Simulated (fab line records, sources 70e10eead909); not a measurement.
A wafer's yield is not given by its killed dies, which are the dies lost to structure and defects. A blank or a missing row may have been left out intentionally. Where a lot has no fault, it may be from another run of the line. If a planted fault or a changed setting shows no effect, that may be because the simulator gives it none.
Which tool is to blame? + flow nand-harc + Sampling: 6 lots, 18 wafers, 2 of 1302 route steps

## WHAT EACH GAUGE READ, for each wafer
NHARC_P_STI_OCD_MEAS_17.
| lot  | measured     | on     | trench-depth-nm (nm) |
|------|--------------|--------|----------------------|
| L377 | day 4 12:02  | ocd-02 | 289 303 302          |
| L380 | day 5 17:33  | ocd-02 | 310 299 309          |
| L386 | day 8 09:28  | ocd-02 | 307 297 300          |
| L390 | day 9 21:20  | ocd-02 | 279 306 297          |
| L392 | day 11 00:19 | ocd-02 | 301 303 305          |
| L395 | day 12 04:22 | ocd-01 | 302 303 296          |

## EACH LOT AND THE TOOL THAT RAN IT (in order: tool; ch and the chambers of the sampled wafers; start)
| lot  | NHARC_P_STI_ETCH_42                |
|------|------------------------------------|
| L377 | rie-diel-08 ch 2,3, day 4 11:37    |
| L380 | rie-diel-08 ch 1,2,3, day 5 17:07  |
| L386 | rie-diel-02 ch 1,2, day 8 09:01    |
| L390 | rie-diel-03 ch 0,1,3, day 9 20:55  |
| L392 | rie-diel-03 ch 0,3, day 10 23:53   |
| L395 | rie-diel-08 ch 1,2,3, day 12 03:56 |
- NHARC_P_STI_ETCH_42: etches the open film in N2/H2, target depth 80 nm, overetch 24 nm, time 61 s.

## THE ANSWER, worked out from the rows above alone
Rule: the lots themselves supply what counts as usual. The widest of any qualifying gaps counts: lots, ordered by their means at a reading, are off when they make up no more than a third of the lots, leave a main group of 4 or more, and stand apart from it by 3 or more times the standard deviation of that group's means. A main group is skipped when, at the precision printed for the reading in the tables above, its means are all equal. A lot without any number at a reading at which 4 lots or more have one is off too. The other lots that the step has rows for count as sound.
None of the lots is off at any reading shown; this tells nothing.

## WHAT THE SIMULATOR PUT IN
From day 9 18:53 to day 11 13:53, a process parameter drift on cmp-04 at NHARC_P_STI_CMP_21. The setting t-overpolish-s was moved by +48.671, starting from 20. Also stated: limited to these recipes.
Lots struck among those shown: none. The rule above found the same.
